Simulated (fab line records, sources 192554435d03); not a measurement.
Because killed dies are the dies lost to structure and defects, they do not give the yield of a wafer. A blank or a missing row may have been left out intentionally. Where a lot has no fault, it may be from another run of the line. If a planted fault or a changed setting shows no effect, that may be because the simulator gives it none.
fab line records | flow n5Finfet
record: lots: 3 wafers: 9 lastDay: 17
route steps=1938 shown BEOL_M4@1028 PASSIVATION@1936
lots that met no fault: taken from a fault-free run of the same line
startH: start of the lot's first displayed wafer, in hours after the record's first day | waitH: hours elapsed since this lot's preceding step | " the same as in the row above | L1.1+2: several wafers, shown together as one row | - no value present, or no start provided | * or withheld: withheld | < > ~ a bound
route shown NAME@n: a module of which the file shows steps, and the number in the route of the first | usual: average and standard deviation across the fault-free wafers | same: alike in all rows | chamber/n: place in a boat | sites: per-site readings | _std_site: standard deviation across them | _edge_site: the outer-site mean with the inner-site mean subtracted | radiusMm: how far each site lies from the wafer's centre | mask NAME#n: copy n | behind: the most recent tool/chamber to have shaped the wafer | hold: cause of the lot's hold/its duration in hours/its outcome | device: which transistor (n, p or np) failed to switch | end of line: tests run on the same wafers once the route is complete | a step without rows: its recipe alone | killed: at the first sort, the dies lost to defects and structure; wafer yield is something else | map: dies across one wafer; x = killed, . = not, _ = none there
set.NAME: the setting the step ran with; set.NAME@STEP: the setting that earlier step ran with | model.NAME: the simulator's own value behind a step, which no gauge read
lots at some steps of the route; a table a step, a row a wafer
services: the hour from which a tool's chamber was out of use, counted from the record's first day as startH (under 0 if before that day), plus the number of hours and why
== steps ==
step: N5_BEOL_M4_COAT_05
recipe: resist: CAR-EUV spinRpm: 1500 resistThkNm: 30
step: N5_BEOL_M4_EBR_07
recipe: solvent: PGMEA ebrWidthMm: 1.5
step: N5_BEOL_M4_SOFTBAKE_06
recipe: tempC: 110 timeS: 60 resist: CAR-EUV
step: N5_BEOL_M4_EXPOSE_08
recipe: maskId: M4 na: 0.33 sourceShape: dipole sigmaInner: 0.369 sigmaOuter: 0.767 polarization: unpolarized doseMj: 41.25
step: N5_BEOL_M4_PEB_09
recipe: pebTempC: 100 pebTimeS: 60 resist: CAR-EUV
step: N5_BEOL_M4_DEVELOP_10
recipe: developTimeS: 30 developer: TMAH resist: CAR-EUV rinseLiquid: surfactantRinse dry: airSpin devTempC: 23
step: N5_BEOL_M4_DESCUM_16
recipe: chemistry: O2 timeS: 7 sourcePowerW: 50 biasPowerW: 20 pressureMtorr: 20 rfFrequencyHz: 2.712e+07 tempC: 40 resist: CAR-EUV o2FlowSccm: 225
step: N5_BEOL_M4_ETCH_74
recipe: chemistry: N2/H2 target: underlayer targetDepthA: 65 maskMaterial: CAR-EUV timeS: 5.2 ionEnergyEv: 200 pressureMtorr: 30 sourceW: 840 biasW: 150 n2FlowSccm: 200 h2FlowSccm: 200 ends: cleared
step: N5_BEOL_M4_ETCH_63
recipe: chemistry: CF4 target: SiARC targetDepthA: 156 maskMaterial: CAR-EUV timeS: 26 ionEnergyEv: 80 pressureMtorr: 40 sourceW: 545 biasW: 36 Ar_flow_sccm: 100 cf4FlowSccm: 100 ends: cleared
step: N5_BEOL_M4_ETCH_64
recipe: chemistry: N2/H2 target: SOC targetDepthA: 750 overetchA: 225 maskMaterial: SiARC tempC: 40 timeS: 121.9 ionEnergyEv: 200 pressureMtorr: 30 sourceW: 840 biasW: 150 n2FlowSccm: 200 h2FlowSccm: 200
usual: drypumpMotorCurrentA: 5.9/0.5 h2FlowSccm: 199.9/0.67 n2FlowSccm: 200.1/0.61 oesProductAu: 0.57/0.069 rfVppV: 523.7/2.6 showerheadPlenumPTorr: 2.54/0.088 throttleValvePct: 17.79/0.24
columns lot.wafer tool chamber startH waitH drypumpMotorCurrentA h2FlowSccm n2FlowSccm oesProductAu rfHoursCounterH rfVppV showerheadPlenumPTorr throttleValvePct model.etch.depthNm model.SiARC_of_BEOL_M4_COAT_62.thkNm model.BEOL_M4.cdOffsetNm
L868.2 rieDiel-04 2 173.44 0.0 6.4 199.8 200.3 0.53 211 522.6 2.52 18.14 59.92 6.4 -0.2
L868.3 " 3 " " 6.1 200.7 200.3 0.60 116 521.2 2.45 17.60 59.99 6.2 0
L868.5 " 2 " " 6.4 200.1 200.1 0.53 - 522.8 2.52 18.12 59.93 6.4 0
L879.1 rieDiel-04 0 254.91 0.0 6.6 200.8 200.4 0.52 233 525.7 2.61 17.64 60.05 6.4 -0.2
L879.2 " 2 " " 6.4 199.8 201.1 0.52 245 524.4 2.51 18.17 59.94 6.4 -0.2
L879.4 " 2 " " 6.4 199.7 200.3 0.50 - 522.6 2.51 18.18 53.89 8.8 -1.4
L884.1 rieDiel-05 2 300.39 0.0 5.9 199.9 199.6 0.69 32 527.4 2.71 17.78 60.5 6.2 0
L884.2 " 1 " " 5.0 199.8 199.9 0.52 241 522.7 2.51 17.75 60.35 6.6 0.4
L884.4 " 1 " " 5.0 199.8 199.1 0.53 - 524.2 2.51 17.78 60.61 6.8 0.4
step: N5_BEOL_M4_STRIP_65
recipe: chemistry: N2/H2 tempC: 40 n2FlowSccm: 200 h2FlowSccm: 200 rfFrequencyHz: 6e+07
step: N5_BEOL_M4_STRIP_75
recipe: chemistry: N2/H2 tempC: 40 n2FlowSccm: 200 h2FlowSccm: 200 rfFrequencyHz: 6e+07
step: N5_BEOL_M4_STRIP_66
recipe: chemistry: CF4 resist: SiARC powerW: 300 biasPowerW: 75 pressureMtorr: 50 cf4FlowSccm: 150 rfFrequencyHz: 6e+07
step: N5_BEOL_M4_HM_OPEN_17
recipe: chemistry: Cl2/BCl3 targetDepthA: 200 overetchA: 60 target: TiN maskMaterial: SOC ionEnergyEv: 150 pressureMtorr: 10 icpW: 1000 biasW: 126 Cl2_flow_sccm: 53.25 bcl3FlowSccm: 21.75 Ar_flow_sccm: 25
usual: drypumpMotorCurrentA: 5.5/0.45 oesProductAu: 0.63/0.052 throttleValvePct: 22.2/0.33
columns lot.wafer tool chamber startH waitH drypumpMotorCurrentA oesProductAu rfHoursCounterH throttleValvePct model.BEOL_M4.cdOffsetNm
L868.2 rieMetal-02 0 173.61 0.0 5.5 0.67 32 22.2 -0.2
L868.3 " 1 " " 5.9 0.68 - 21.8 0.2
L868.5 " 0 " " 5.5 0.67 - 22.2 0
L879.1 rieMetal-03 0 255.16 0.0 4.8 0.58 76 22.2 -0.4
L879.2 " 1 " " 5.9 0.55 110 22.7 0
L879.4 " 0 " " 4.8 0.54 - 22.2 -1.6
L884.1 rieMetal-03 0 300.56 0.0 4.8 0.59 80 22.2 -0.2
L884.2 " 1 " " 5.9 0.55 114 22.7 0.4
L884.4 " 1 " " 5.9 0.55 - 22.7 0.6
step: N5_BEOL_M4_STRIP_19
recipe: chemistry: O2 powerW: 400 tempC: 40 pressureMtorr: 30 rfFrequencyHz: 6e+07 biasPowerW: 0 overashFraction: 0.2 o2FlowSccm: 225
step: N5_BEOL_M4_CD_MEAS_18
recipe: pitchNm: 36 targetCdNm: 18
usual: cdNm: 17.8/0.37
columns lot.wafer tool chamber startH waitH cdNm
L868.2 cdSem-01 - 174.00 0.1 17.5
L868.3 " - " " 18.6
L868.5 " - " " 17.8
L879.1 cdSem-01 - 255.34 0.0 17.9
L879.2 " - " " 17.9
L879.4 " - " " -
L884.1 cdSem-03 - 300.75 0.0 17.9
L884.2 " - " " 18.9
L884.4 " - " " 18.2
step: N5_BEOL_M4_COAT_67
recipe: resist: SOC tempC: 250 timeS: 60 spinRpm: 1500 resistThkNm: 60
step: N5_BEOL_M4_COAT_68
recipe: resist: SiARC tempC: 220 timeS: 60 spinRpm: 1500 resistThkNm: 12
step: N5_BEOL_M4_COAT_76
recipe: resist: underlayer tempC: 205 timeS: 60 spinRpm: 1500 resistThkNm: 5
step: N5_BEOL_M4_COAT_22
recipe: resist: CAR-EUV spinRpm: 1500 resistThkNm: 30
step: N5_BEOL_M4_EBR_24
recipe: solvent: PGMEA ebrWidthMm: 1.5
step: N5_BEOL_M4_SOFTBAKE_23
recipe: tempC: 110 timeS: 60 resist: CAR-EUV
step: N5_BEOL_M4_EXPOSE_25
recipe: maskId: V3 na: 0.33 sourceShape: quasar sigmaInner: 0.2 sigmaOuter: 0.8 polarization: unpolarized defocusNm: 5 doseMj: 63
step: N5_BEOL_M4_PEB_26
recipe: pebTempC: 100 pebTimeS: 60 resist: CAR-EUV
step: N5_BEOL_M4_DEVELOP_27
recipe: developTimeS: 30 developer: TMAH resist: CAR-EUV rinseLiquid: surfactantRinse dry: airSpin devTempC: 23
step: N5_BEOL_M4_DESCUM_33
recipe: chemistry: O2 timeS: 7 sourcePowerW: 50 biasPowerW: 20 pressureMtorr: 20 rfFrequencyHz: 2.712e+07 tempC: 40 resist: CAR-EUV o2FlowSccm: 225
step: N5_BEOL_M4_ETCH_77
recipe: chemistry: N2/H2 target: underlayer targetDepthA: 65 maskMaterial: CAR-EUV timeS: 5.2 ionEnergyEv: 200 pressureMtorr: 30 sourceW: 840 biasW: 150 n2FlowSccm: 200 h2FlowSccm: 200 ends: cleared
step: N5_BEOL_M4_ETCH_69
recipe: chemistry: CF4 target: SiARC targetDepthA: 156 maskMaterial: CAR-EUV timeS: 26 ionEnergyEv: 80 pressureMtorr: 40 sourceW: 545 biasW: 36 Ar_flow_sccm: 100 cf4FlowSccm: 100 ends: cleared
step: N5_BEOL_M4_ALD_98
recipe: material: SiO2 targetThkA: 25 tempC: 100 aldPrecursorFamily: BDEAS aldCoReactant: O2-plasma pulseTimeS: 1 coReactantPulseTimeS: 1 purgeTimeS: 2 coReactantPurgeTimeS: 2 aldCycles: 17 pressureTorr: 2
step: N5_BEOL_M4_ETCHBACK_99
recipe: chemistry: CHF3 target: SiO2 targetDepthA: 50 timeS: 10.4 sourceW: 215 biasW: 47 Ar_flow_sccm: 200 CHF3_flow_sccm: 12 ionEnergyEv: 100 pressureMtorr: 30
usual: drypumpMotorCurrentA: 5.9/0.48 oesProductAu: 0.77/0.11 rfVppV: 239/4.3 showerheadPlenumPTorr: 2.17/0.073 throttleValvePct: 16.98/0.25
columns lot.wafer tool chamber startH waitH drypumpMotorCurrentA oesProductAu rfHoursCounterH rfVppV showerheadPlenumPTorr throttleValvePct
L868.2 rieDiel-03 2 187.53 12.5 6.0 0.71 226 241 2.22 17.63
L868.3 " 0 " " 5.4 0.71 193 238 2.14 17.15
L868.5 " 0 " " 5.4 0.72 - 239 2.14 17.14
L879.1 rieDiel-05 0 274.62 1.0 5.9 0.97 3 237 2.28 16.51
L879.2 " 2 " " 5.9 0.94 20 241 2.28 16.83
L879.4 " 1 " " 5.0 0.27 - 235 2.12 16.95
L884.1 rieDiel-05 1 307.15 5.8 5.0 0.67 244 234 2.12 16.99
L884.2 " 3 " " 6.2 0.94 2 232 2.20 16.44
L884.4 " 2 " " 5.9 0.93 35 240 2.27 16.88
step: N5_BEOL_M4_ETCH_70
recipe: chemistry: N2/H2 target: SOC targetDepthA: 800 overetchA: 240 maskMaterial: SiARC tempC: 40 timeS: 130 ionEnergyEv: 200 pressureMtorr: 30 sourceW: 840 biasW: 150 n2FlowSccm: 200 h2FlowSccm: 200
step: N5_BEOL_M4_STRIP_71
recipe: chemistry: N2/H2 tempC: 40 n2FlowSccm: 200 h2FlowSccm: 200 rfFrequencyHz: 6e+07
step: N5_BEOL_M4_STRIP_78
recipe: chemistry: N2/H2 tempC: 40 n2FlowSccm: 200 h2FlowSccm: 200 rfFrequencyHz: 6e+07
step: N5_BEOL_M4_VIA_ETCH_34
recipe: chemistry: C4F6/O2 targetDepthA: 694 maskMaterial: SOC pressureMtorr: 15 ionEnergyEv: 250 taperDeg: 4 timeS: 65.9 sourceW: 350 biasW: 170 Ar_flow_sccm: 300 C4F6_flow_sccm: 10 O2_flow_sccm: 10
usual: O2_flow_sccm: 9.998/0.029 drypumpMotorCurrentA: 5.9/0.48 oes_o_777_au: 0.78/0.11 oesProductAu: 0.77/0.11 rfVppV: 660/12 showerheadPlenumPTorr: 2.86/0.094 throttleValvePct: 30.6/0.31
columns lot.wafer tool chamber startH waitH O2_flow_sccm drypumpMotorCurrentA oes_o_777_au oesProductAu rfHoursCounterH rfVppV showerheadPlenumPTorr throttleValvePct
L868.2 rieDiel-03 2 187.68 0.0 9.995 6.0 0.72 0.70 227 668 2.93 31.4
L868.3 " 0 " " 9.914 5.4 0.71 0.71 193 661 2.83 30.8
L868.5 " 0 " " 9.966 5.3 0.71 0.71 - 660 2.83 30.8
L879.1 rieDiel-05 0 274.76 0.0 10.011 5.9 0.97 0.97 3 657 3.01 30.1
L879.2 " 2 " " 10.012 6.0 0.96 0.95 20 667 3.01 30.6
L879.4 " 1 " " 10.012 5.0 0.69 0.26 - 646 2.81 30.3
L884.1 rieDiel-05 1 307.29 0.0 9.999 5.0 0.68 0.67 244 646 2.80 30.4
L884.2 " 3 " " 9.991 6.1 0.95 0.93 2 642 2.90 30.0
L884.4 " 2 " " 10.035 5.9 0.94 0.91 35 666 3.00 30.6
step: N5_BEOL_M4_STRIP_83
recipe: chemistry: C4F6/O2 resist: SiARC rfFrequencyHz: 6e+07
step: N5_BEOL_M4_STRIP_36
recipe: chemistry: N2/H2 powerW: 450 tempC: 40 pressureMtorr: 20 rfFrequencyHz: 6e+07 overashFraction: 0.3 biasPowerW: 7 h2Frac: 0.5 n2FlowSccm: 200 h2FlowSccm: 200
step: N5_BEOL_M4_OCD_MEAS_38
usual: trenchDepthNm: 55.3/1.2
columns lot.wafer tool chamber startH waitH trenchDepthNm
L868.2 ocd-01 - 187.93 - 54.3
L868.3 " - " " 54.5
L868.5 " - " " 54.4
L879.1 ocd-02 - 275.01 - 56.3
L879.2 " - " " 56.6
L879.4 " - " " 0.1
L884.1 ocd-01 - 307.54 - 53.4
L884.2 " - " " 53.6
L884.4 " - " " 56.3
step: N5_BEOL_M4_CD_MEAS_35
recipe: targetCdNm: 18 targetCdYNm: 22.4 polarity: opening
usual: cdNm: 17.8/0.35
columns lot.wafer tool chamber startH waitH cdNm
L868.2 cdSem-01 - 188.09 0.0 17.7
L868.3 " - " " 18.1
L868.5 " - " " 17.7
L879.1 cdSem-01 - 275.17 0.0 17.7
L879.2 " - " " 18.3
L879.4 " - " " -
L884.1 cdSem-03 - 307.71 0.0 17.4
L884.2 " - " " 18.0
L884.4 " - " " 18.5
step: N5_BEOL_M4_RC_MEAS_101
usual: DIBL_N: 36.6/1.7 DIBL_P: 36.7/2 IOFF_N: 0.16/0.033 IOFF_P: 0.22/0.04 ION_N: 673/12 ION_P: 463/7.9 SS_N: 71.7/0.58 SS_P: 73.3/0.64 VT_N: 249/3.3 VT_P: -249/3.1
columns lot.wafer tool chamber startH waitH DIBL_N[mV/V] DIBL_P[mV/V] IOFF_N[nA/um] IOFF_P[nA/um] ION_N[uA/um] ION_P[uA/um] SS_N[mV/dec] SS_P[mV/dec] VT_N[mV] VT_P[mV]
L868.2 prober-01 0 192.03 0.2 36.8 37.6 0.17 0.22 698 472 72.0 73.5 248 -249
L868.3 " 0 " " 32.6 32.0 0.10 0.15 653 455 70.7 72.0 254 -252
L868.5 " 0 " " 35.9 35.8 0.16 0.20 688 472 71.5 71.9 248 -250
L879.1 prober-01 0 278.75 0.0 35.0 36.1 0.15 0.20 687 473 71.0 72.6 246 -251
L879.2 " 0 " " 38.2 38.7 0.19 0.24 675 466 72.4 72.7 247 -248
L884.1 prober-02 0 311.65 0.0 39.1 38.5 0.20 0.29 677 474 72.7 73.8 249 -244
L884.2 " 0 " " 36.7 36.4 0.16 0.26 685 479 71.5 73.4 248 -242
L884.4 " 0 " " 36.7 35.6 0.16 0.25 680 469 71.8 73.6 248 -247
step: N5_PASSIVATION_PROBE_49
usual: defectLimitedYield: 91.1/1.4 killed_at_M0_to_M3: 34/11 killed_at_M4_up: 14/5.7 killedAtContacts: 14/6.9 killedAtFrontEnd: 40/11 killedAtOther: 4/3.1 killedDies: 105/17 killedOnRim: 14/4.1 killedOpen: 70/13 killedShort: 34/7.6 sort_bin_5_function: 5.3/0.95 sort_bin_6_memory: 3.3/0.64 sortNPass: 1075/17 sortYieldPct: 91.1/1.4
same: grossDies: 1180 killedAtBackSide: 0 sort_bin_4_leakage[%]: 0 sort_bin_8_speed[%]: 0
columns lot.wafer tool chamber startH waitH defectLimitedYield[%] killed_at_M0_to_M3 killed_at_M4_up killedAtContacts killedAtFrontEnd killedAtOther killedDies killedOnRim killedOpen killedShort sort_bin_5_function[%] sort_bin_6_memory[%] sortNPass sortYieldPct[%]
L868.2 prober-01 - 311.04 0.1 90.7 43 18 12 35 2 110 14 75 35 5.9 2.8 1070 90.7
L868.3 prober-01 - 311.09 0.1 92.0 38 18 18 15 5 94 12 61 32 4.7 2.9 1086 92.0
L868.5 prober-01 - 311.19 0.2 91.4 31 9 18 39 4 101 15 76 25 5.4 3.0 1079 91.4
L879.1 prober-01 - 374.76 0.0 90.6 37 17 19 37 1 111 16 78 32 5.8 3.3 1069 90.6
L879.2 prober-01 - 374.81 0.1 89.7 44 16 11 51 0 122 9 86 36 6.2 3.9 1058 89.7
L879.4 prober-01 - 374.91 0.2 0.3 39 1092 11 31 3 1176 152 66 36 96.4 2.8 4 0.3
L884.1 prober-01 - 410.97 0.0 90.2 25 23 25 41 2 116 10 76 39 5.5 3.8 1064 90.2
L884.2 prober-01 - 411.02 0.1 90.7 35 21 16 35 3 110 8 80 28 6.4 2.7 1070 90.7
L884.4 prober-01 - 411.12 0.2 90.2 24 18 16 53 5 116 13 81 33 5.8 3.7 1064 90.2
killed by level:class
L868.2 BEOL_M2:geometricParticle:open=11 BEOL_M0_SAQP:geometricParticle:short=11 BEOL_M0_SAQP:geometricParticle:open=10 MOL_CONTACT_COAG:geometricParticle:open=9 BEOL_M4:geometricParticle:open=9 STI_FIN_REVEAL:geometricParticle:open=7 BEOL_M3:geometricParticle:open=6 FIN_SAQP:geometricParticle:short=5
L868.3 MOL_CONTACT_COAG:geometricParticle:open=12 BEOL_M0_SAQP:geometricParticle:open=11 BEOL_M0_SAQP:geometricParticle:short=11 BEOL_M4:geometricParticle:open=7 BEOL_M2:geometricParticle:open=6 MOL_CONTACT_COAG:geometricParticle:short=6 BEOL_M3:geometricParticle:open=6 FIN_SAQP:geometricParticle:short=4
L868.5 MOL_CONTACT_COAG:geometricParticle:open=16 STI_FIN_REVEAL:geometricParticle:open=12 BEOL_M0_SAQP:geometricParticle:short=12 FIN_SAQP:geometricParticle:open=8 BEOL_M0_SAQP:geometricParticle:open=8 STI_FIN_REVEAL:geometricParticle:short=3 BEOL_M2:geometricParticle:open=3 BEOL_M3:geometricParticle:open=3
L879.1 MOL_CONTACT_COAG:geometricParticle:open=16 BEOL_M3:geometricParticle:open=11 BEOL_M4:geometricParticle:open=10 ILD0:geometricParticle:short=7 BEOL_M0_SAQP:geometricParticle:open=7 STI_FIN_REVEAL:geometricParticle:open=5 FIN_SAQP:geometricParticle:short=4 DUMMY_GATE:geometricParticle:open=4
L879.2 BEOL_M3:geometricParticle:open=10 ILD0:geometricParticle:open=9 MOL_CONTACT_COAG:geometricParticle:open=9 BEOL_M1:geometricParticle:open=9 BEOL_M2:geometricParticle:open=8 FIN_SAQP:geometricParticle:short=6 ILD0:geometricParticle:short=6 BEOL_M0_SAQP:geometricParticle:open=6
L879.4 BEOL_M4:areaEtch=1073 BEOL_M4:geometricParticle:open=12 BEOL_M3:geometricParticle:open=11 MOL_CONTACT_COAG:geometricParticle:open=9 FIN_SAQP:geometricParticle:open=8 FIN_SAQP:geometricParticle:short=7 BEOL_M0_SAQP:geometricParticle:short=6 BEOL_M0_SAQP:geometricParticle:open=5
L884.1 MOL_CONTACT_COAG:geometricParticle:open=18 STI_FIN_REVEAL:geometricParticle:open=12 BEOL_M4:geometricParticle:open=8 MOL_CONTACT_COAG:geometricParticle:short=7 BEOL_M4:geometricParticle:short=6 FIN_SAQP:geometricParticle:short=5 DUMMY_GATE:geometricParticle:open=5 BEOL_M0_SAQP:geometricParticle:short=5
L884.2 MOL_CONTACT_COAG:geometricParticle:open=15 BEOL_M4:geometricParticle:open=13 BEOL_M0_SAQP:geometricParticle:open=10 STI_FIN_REVEAL:geometricParticle:open=9 FIN_SAQP:geometricParticle:short=8 BEOL_M1:geometricParticle:open=7 FIN_SAQP:geometricParticle:open=6 BEOL_M0_SAQP:geometricParticle:short=6
L884.4 STI_FIN_REVEAL:geometricParticle:open=26 MOL_CONTACT_COAG:geometricParticle:open=13 STI_FIN_REVEAL:geometricParticle:short=7 BEOL_M0_SAQP:geometricParticle:short=7 BEOL_M0_SAQP:geometricParticle:open=7 BEOL_M4:geometricParticle:open=7 GATE_CUT:geometricParticle:short=6 BEOL_M1:geometricParticle:open=4
map L879.4 (x killed, . not)
_________________xxxxxxxxxxxx________________
______________xxxxxxxxxxxxxxxxxx_____________
___________xxxxxxxxxxxxxxxxxxxxxxxx__________
__________xxxxxxxxxxxxxxxxxxxxxxxxxx_________
________xxxxxxxxxxxxxxxxxxxxxxxxxxxxxx_______
_______xxxxxxxxxxxxxxxxxxxxxxxxxxxxxxxx______
______xxxxxxxxxxxxxxxxxxxxxxxxxxxxxxxxxx_____
_____xxxxxxxxxxxxxxxxxxxxxxxxxxxxxxxxxxxx____
____xxxxxxxxxxxxxxxxxxxxxxxxxxxxxxxxxxxxxx___
___xxxxxxxxxxxxxxxxxxxxxxxxxxxxxxxxxxxxxxxx__
___xxxxxxxxxxxxxxxxxxxxxxxxxxxxxxxxxxxxxxxx__
__xxxxxxxxxxxxxxxxxxxxxxxxxxxxxxxxxxxxxxxxxx_
__xxxxxxxxxxxxxxxxxxxxxxxxxxxxxxxxxxxxxxxxxx_
_xxxxxxxxxxxxxxxxxxxxxxxxxxxxxxxxxxxxxxxxxxxx
_xxxxxxxxxxxxxxxxxxxxxxxxxxxxxxxxxxxxxxxxxxxx
_xxxxxxxxxxxxxxxxxxxxxxxxxxxxxxxxxxxxxxxxxxxx
_xxxxxxxxxxxxxxxxxxxxxxxxxxxxxxxxxxxxxxxxxxxx
_xxxxxxxxxxxxxxxxxxxxxxxxxxxxxxxxxxxxxxxxxxxx
_xxxxxxxxxxxxxxxxxxxxxxxxxxxxxxxxxxxxxxxxxxxx
_xxxxxxxxxxxxxxxxxxxxxxxxxxxxxxxxxxxxxxxxxxxx
_xxxxxxxxxxxxxxxxxxxxxxxxxxxxxxxxxxxxxxxxxxxx
__xxxxxxxxxxxxxxxxxxxxxxxxxxxxxxxxxxxxxxxxxx_
__xxxxxxxxxxxxxxxx.xxxxxxxxxxxxxxxxxxxxxxxxx_
___xxxxxxxxxxxxxxxxxxxxxxxxxxxxxxxxxxxxxxxx__
___xxxxxxxxxxxxxxxxxxxxxxxxxxxxxxxxxxxxxxxx__
____xxxxxxxxxxxxxxxxxxxxxxxxxxxxxxxxxxxxxx___
_____xxxxxxxxxxxxxxxxxxxxxxxxxxxxxxxxxxxx____
______xxxxxxxxxxxxx.xxxxxxxxxxxxxxxxxxxx_____
_______xxxxxxxxxxxx.xxxxxxxxxxxxxxxxxxx______
________xxxxxxxxxxx.xxxxxxxxxxxxxxxxxx_______
__________xxxxxxxxxxxxxxxxxxxxxxxxxx_________
___________xxxxxxxxxxxxxxxxxxxxxxxx__________
______________xxxxxxxxxxxxxxxxxx_____________
_________________xxxxxxxxxxxx________________
map L868.2 (x killed, . not)
_________________.x.x........________________
______________.................._____________
___________.x....x........x.x.....x__________
__________.....x......x..........xx._________
________.........x...x...............x_______
_______..........x..x..................______
______........x........................._____
_____......x.......................x.....____
____....xx...x....................x.....x.___
___.x........x.....x......x..........x...x.__
___........x..................xx........x..__
__......x.x.......................x........._
__..................x.x.......x..........x.._
_....x....x.................x................
_...........x........x......xx...............
_x............x.........x...............x....
_...........x...x.xx....x.x................x.
_.........x...xx...........................x.
_..................x.x....x...........xx...x.
_.......x........................x.....xx....
_...................................x........
__.......................x...........x...x.._
__x.x.............x........x........x......._
___..x..............x.x....................__
___......................x........x..x....x__
____........x.............x.......x.......___
_____.....x.x................x.xx........____
______..x..x.........x......x..........._____
_______........x.......xx..............______
________..x.......................x..._______
__________......x.x................._________
___________.....x..................__________
______________.................._____________
_________________.........x..________________
== services ==
columns tool chamber startH hours kind
rieMetal-03 0 169.80 2.5 repair
rieDiel-05 - 172.74 15.6 pm
rieDiel-05 2 209.68 - clean
rieDiel-05 2 209.68 - consumableReplace:focusRing
rieDiel-05 2 209.68 - consumableReplace:showerhead
rieDiel-05 2 209.68 16.3 scheduledDown
rieDiel-05 2 209.68 16.3 ventCycle
rieDiel-04 - 223.43 2.3 repair
rieDiel-05 0 226.02 - clean
rieDiel-05 0 226.02 - consumableReplace:focusRing
rieDiel-05 0 226.02 - consumableReplace:showerhead
rieDiel-05 0 226.02 38.8 scheduledDown
rieDiel-05 0 226.02 38.8 ventCycle
rieDiel-04 1 231.41 - clean
rieDiel-04 1 231.41 - consumableReplace:focusRing
rieDiel-04 1 231.41 34.0 scheduledDown
rieDiel-04 1 231.41 34.0 ventCycle
rieDiel-03 1 242.80 8.4 repair
rieMetal-02 1 247.55 14.2 repair
rieDiel-04 3 254.77 12.9 repair
rieDiel-05 3 274.99 - clean
rieDiel-05 3 274.99 - consumableReplace:focusRing
rieDiel-05 3 274.99 26.2 scheduledDown
rieDiel-05 3 274.99 26.2 ventCycle
== key ==
firstSign: step: N5_BEOL_M4_CD_MEAS_18 reading: cdNm direction: missing
effect: step: N5_BEOL_M4_ETCHBACK_99 reading: oesProductAu direction: down sigmas: 4.5 usual: 0.77 struck: 0.27
effect: step: N5_BEOL_M4_VIA_ETCH_34 reading: oesProductAu direction: down sigmas: 4.6 usual: 0.77 struck: 0.26
effect: step: N5_BEOL_M4_OCD_MEAS_38 reading: trenchDepthNm direction: down sigmas: 44 usual: 55.3 struck: 0.1
effect: step: N5_BEOL_M4_CD_MEAS_35 reading: cdNm direction: missing
effect: step: N5_PASSIVATION_PROBE_49 reading: killed_at_M4_up direction: up sigmas: 99+ usual: 14 struck: 1092
modelEffect: step: N5_BEOL_M4_ETCH_64 value: etch.depthNm without: 60.04 struck: 53.89
modelEffect: step: N5_BEOL_M4_HM_OPEN_17 value: BEOL_M4.cdOffsetNm without: -0.4 struck: -1.6
moreKillsBornAt: N5_BEOL_M4_ETCH_64@rieDiel-04: 1073
metAt N5_BEOL_M4_ETCH_64
struckWafers L879.4
laterRowsLeftOut L879.4
onsetBetween 173.44 254.91
fault: kind: processParameterDrift tool: rieDiel-04 chamber: - onsetH: 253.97 steps: N5_BEOL_M4_ETCH_64 channel: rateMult offset: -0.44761 shape: step endH: 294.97 scope: struckWafersOnly
laterRowsLeftOut: the simulator's readings of these wafers behind a module that went badly wrong aren't trusted and aren't shown, but for the sort
